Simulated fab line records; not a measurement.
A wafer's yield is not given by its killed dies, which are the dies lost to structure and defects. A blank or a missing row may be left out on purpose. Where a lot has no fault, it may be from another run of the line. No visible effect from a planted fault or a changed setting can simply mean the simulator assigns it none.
Which of the tools did it? :: flow nandHarc :: 11 lots, 33 wafers sampled, at 2 steps of a route of 1302

## WHAT THE GAUGES SHOWED, per wafer
NHARC_P_M2_CD_MEAS_16.
lot: L726
measured: day 6 04:16
on: cdSem-03
cdNm (nm): 169.0 168.7 170.9

lot: L727
measured: day 6 21:51
on: cdSem-02
cdNm (nm): 169.3 171.4 170.9

lot: L728
measured: day 7 06:55
on: cdSem-02
cdNm (nm): 172.7 169.8 170.2

lot: L729
measured: day 7 11:01
on: cdSem-01
cdNm (nm): 169.9 171.3 169.4

lot: L731
measured: day 8 09:28
on: cdSem-03
cdNm (nm): 169.6 169.9 170.5

lot: L733
measured: day 9 02:40
on: cdSem-03
cdNm (nm): 169.1 168.5 169.8

lot: L737
measured: day 10 22:07
on: cdSem-02
cdNm (nm): 170.5 170.1 169.0

lot: L742
measured: day 13 04:31
on: cdSem-02
cdNm (nm): 170.2 168.4 169.7

lot: L744
measured: day 14 00:36
on: cdSem-02
cdNm (nm): 168.7 168.7 171.3

lot: L745
measured: day 14 14:49
on: cdSem-03
cdNm (nm): 170.5 171.5 170.7

lot: L747
measured: day 14 22:31
on: cdSem-01
cdNm (nm): 169.9 169.2 170.1

## EACH LOT AND THE TOOL THAT RAN IT (in order: tool; ch and the chambers of the sampled wafers; start)
lot: L726
NHARC_P_M2_ETCH_35: rieDiel-06 ch 0,3, day 6 04:02

lot: L727
NHARC_P_M2_ETCH_35: rieDiel-12 ch 0,1,2, day 6 21:39

lot: L728
NHARC_P_M2_ETCH_35: rieDiel-06 ch 0,3, day 7 06:42

lot: L729
NHARC_P_M2_ETCH_35: rieDiel-12 ch 1,2,3, day 7 10:48

lot: L731
NHARC_P_M2_ETCH_35: rieDiel-12 ch 0,1,3, day 8 09:16

lot: L733
NHARC_P_M2_ETCH_35: rieDiel-06 ch 0,1, day 9 02:27

lot: L737
NHARC_P_M2_ETCH_35: rieDiel-11 ch 0,3, day 10 21:53

lot: L742
NHARC_P_M2_ETCH_35: rieDiel-12 ch 0,1,3, day 13 04:17

lot: L744
NHARC_P_M2_ETCH_35: rieDiel-11 ch 0,2,3, day 14 00:23

lot: L745
NHARC_P_M2_ETCH_35: rieDiel-06 ch 2,3, day 14 14:31

lot: L747
NHARC_P_M2_ETCH_35: rieDiel-12 ch 2,3, day 14 22:17
- NHARC_P_M2_ETCH_35: etches the open film in N2/H2, target depth 40 nm, overetch 12 nm, time 43.94 s.

## THE ANSWER, worked out from the rows above alone
Rule: what is usual is taken from the lots themselves. The widest of any qualifying gaps counts: lots, ordered by their means at a reading, are off when they make up no more than a third of the lots, leave a main group of 4 or more, and stand apart from it by 3 or more times the standard deviation of that group's means. If all means in a main group match to the digits the tables above print for the reading, that group is not used. A lot without any number at a reading at which 4 lots or more have one is off too. The other lots that the step has rows for count as sound.
Nothing can be told from this: no lot is off at any reading shown.

## WHAT THE SIMULATOR PUT IN
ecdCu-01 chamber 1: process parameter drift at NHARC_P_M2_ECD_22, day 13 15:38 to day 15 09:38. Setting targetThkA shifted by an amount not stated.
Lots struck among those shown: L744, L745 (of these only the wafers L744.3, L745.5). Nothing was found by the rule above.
